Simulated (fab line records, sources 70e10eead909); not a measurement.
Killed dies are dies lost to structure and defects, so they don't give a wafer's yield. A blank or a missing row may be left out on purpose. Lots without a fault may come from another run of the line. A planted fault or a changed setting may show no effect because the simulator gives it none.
Chamber matching | flow nand_harc | NHARC_P_CONTACT_DESCUM_17 on rie_diel-13: 4 sister chambers
The step chemistry O2, time 3 s. 18 wafers are shown with their chamber, then 9 later ones without.

WAFERS WITH THEIR CHAMBER
wafer  | chamber | drypump_motor_current_A (A) | rf_vpp_V (V) | throttle_valve_pct (%)
L074.2 | 2       | 6.2                         | 58.3         | 11.301
L074.3 | 3       | 6.1                         | 57.9         | 11.326
L074.4 | 0       | 5.8                         | 56.8         | 11.299
L077.1 | 1       | 5.2                         | 57.7         | 11.303
L077.5 | 2       | 6.2                         | 57.7         | 11.311
L077.6 | 1       | 5.2                         | 57.7         | 11.317
L080.3 | 2       | 6.2                         | 57.9         | 11.292
L080.4 | 3       | 6.1                         | 58.2         | 11.323
L080.6 | 3       | 6.1                         | 58.0         | 11.322
L082.1 | 2       | 6.3                         | 56.8         | 11.335
L082.4 | 3       | 6.1                         | 57.4         | 11.315
L082.5 | 3       | 6.1                         | 58.1         | 11.308
L086.1 | 2       | 6.2                         | 58.9         | 11.300
L086.2 | 3       | 6.1                         | 57.8         | 11.310
L086.5 | 3       | 6.1                         | 56.6         | 11.324
L092.1 | 1       | 5.2                         | 57.7         | 11.304
L092.2 | 2       | 6.2                         | 59.2         | 11.306
L092.4 | 3       | 6.1                         | 56.7         | 11.302

SIGNATURES (means of the wafers above)
reading                 | chamber 0 | chamber 1 | chamber 2 | chamber 3 | scatter within a chamber
drypump_motor_current_A | 5.800     | 5.200     | 6.217     | 6.100     | 0.0244
rf_vpp_V                | 56.800    | 57.700    | 58.133    | 57.587    | 0.683
throttle_valve_pct      | 11.29900  | 11.30800  | 11.30750  | 11.31625  | 0.0113
Rule: a wafer's distance from a chamber is the root of the sum, over the readings, of the square of ((its reading less the chamber's mean) divided by the reading's scatter). The wafer belongs to the nearest chamber; if the next one is less than 2 further off, it can't be placed. The scatter: the root of (the sum of the squares of (reading less its chamber's mean) over the shown wafers, divided by (wafers less chambers)).

WAFERS WITHOUT THEIR CHAMBER
wafer  | drypump_motor_current_A (A) | rf_vpp_V (V) | throttle_valve_pct (%)
L093.1 | 6.1                         | 56.0         | 11.320
L093.3 | 5.8                         | 58.1         | 11.304
L093.5 | 5.2                         | 58.8         | 11.305
L094.1 | 5.8                         | 56.0         | 11.309
L094.4 | 5.8                         | 58.5         | 11.306
L094.5 | 5.2                         | 58.4         | 11.323
L095.1 | 5.2                         | 56.7         | 11.308
L095.3 | 5.8                         | 56.4         | 11.307
L095.4 | 5.2                         | 58.4         | 11.310

WHICH CHAMBER EACH WENT THROUGH
wafer  | from the rows above | in truth
L093.1 | 3                   | 3
L093.3 | 0                   | 0
L093.5 | 1                   | 1
L094.1 | 0                   | 0
L094.4 | 0                   | 0
L094.5 | 1                   | 1
L095.1 | 1                   | 1
L095.3 | 0                   | 0
L095.4 | 1                   | 1
Placed correctly: 9 of 9. Can't be placed from these rows: 0. Placed wrongly: 0.
